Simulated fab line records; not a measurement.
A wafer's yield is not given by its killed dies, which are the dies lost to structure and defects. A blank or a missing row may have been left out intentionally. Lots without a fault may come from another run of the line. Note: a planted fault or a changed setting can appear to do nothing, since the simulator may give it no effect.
Comparing a struck lot with a sound one | flow nand harc | 18 steps out of a route of 1159
Sound: wafers L510.1, L510.2, L510.5. Wafers struck: L520.2, L520.3, L520.6. Last of all comes the cause.
Per side, at each step with rows, come the tool, then ch with its chambers, and then its first start. Under that, the readings that differ: sound wafers | struck wafers | difference of the means | sigmas: that difference in standard deviations of wafers without a fault.
alike: same words and numbers on both sides, and readings whose means sit less than 2 such deviations apart. not compared: any withheld reading, any reading some wafer has no value for, any bound like >300 that may hide the same value, and any number with overlapping values for which the record gives no deviation.
The two part at a step that has a row with sigmas, a row that says differs or no value, or rows on one side only. Numbers that have no deviation but don't overlap get no sigmas and don't part them. Lack of a reading on every wafer of one side parts them only where that side has two or more wafers.

NHARC_A_CONTACT_CVD_19: deposits W, target thk 300 nm, time 802 s.
  sound on cvd w-01 ch 0,1; struck on cvd w-01 ch 0,1
  alike: heater power w, throttle valve pct
NHARC_A_CONTACT_CMP_20: polishes, t overpolish 30 s, target thk 300 nm.
  sound on cmp-03 ch 0,1,2, day 17 11:05; struck on cmp-04 ch 0,2,3, day 20 05:39
  alike: motor current A, overpolish run s, time to endpoint s
after that, 1 step had no rows for these wafers: NHARC_A_CONTACT_SRD_22.
NHARC_A_CONTACT_INSPECT_23:
  sound on defect inspect-01, day 17 11:28; struck on defect inspect-01, day 20 06:01
  alike: raw defect count
then, 7 steps without rows for these wafers: NHARC_A_BLC_DEHYDRATE_00 (time 120 s); NHARC_A_BLC_HMDS_01 (time 30 s); NHARC_A_BLC_COAT_02 (time 75 s); NHARC_A_BLC_COAT_03 (time 65 s); NHARC_A_BLC_COAT_04 (resist thk 90 nm); NHARC_A_BLC_SOFTBAKE_05 (time 55 s); NHARC_A_BLC_EBR_06.
NHARC_A_BLC_EXPOSE_07: exposes mask A BLC, target cd 100 nm.
  sound on arfi scanner-01 ch 0, day 17 11:50; struck on arfi scanner-01 ch 0, day 20 06:16
  reading                       | sound                   | struck            | difference | sigmas
  model.A_BLC.overlay x nm (nm) | -0.2305 -0.2305 -0.2305 | 5.189 5.189 5.189 | +5.420     |
  alike: mask, exposure dose mJ cm2
then, 2 steps without rows for these wafers: NHARC_A_BLC_PEB_08 (peb time 65 s); NHARC_A_BLC_DEVELOP_09 (develop time 35 s).
NHARC_A_BLC_CD_MEAS_10 targets a cd of 100 nm.
  sound on cd sem-02 ch 0, day 17 11:58; struck on cd sem-02 ch 0, day 20 06:25
  alike: cd nm
NHARC_A_BLC_OVL_MEAS_11:
  sound on overlay-02, day 17 12:04; struck on overlay-01, day 20 06:29
  reading           | sound        | struck      | difference | sigmas
  overlay x nm (nm) | -0.1 0.4 0.0 | 5.0 5.0 5.0 | +4.9       | +6
  alike: overlay y nm
NHARC_A_BLC_INSPECT_12:
  sound on defect inspect-01, day 17 12:07; struck on defect inspect-01, day 20 06:32
  alike: raw defect count
NHARC_END_SORT_01:
  sound on prober-01 ch 0, day 19 04:30; struck on prober-01 ch 0, day 22 03:17
  alike: killed at array, killed at other, killed at periphery, killed dies, killed open, killed short

## WHERE THEY PART
At NHARC_A_BLC_OVL_MEAS_11 and nowhere else, as far as this record goes. Later steps at which nothing parts them and some readings are alike: NHARC_A_BLC_INSPECT_12, NHARC_END_SORT_01.

WHY: what had been put in by the simulator
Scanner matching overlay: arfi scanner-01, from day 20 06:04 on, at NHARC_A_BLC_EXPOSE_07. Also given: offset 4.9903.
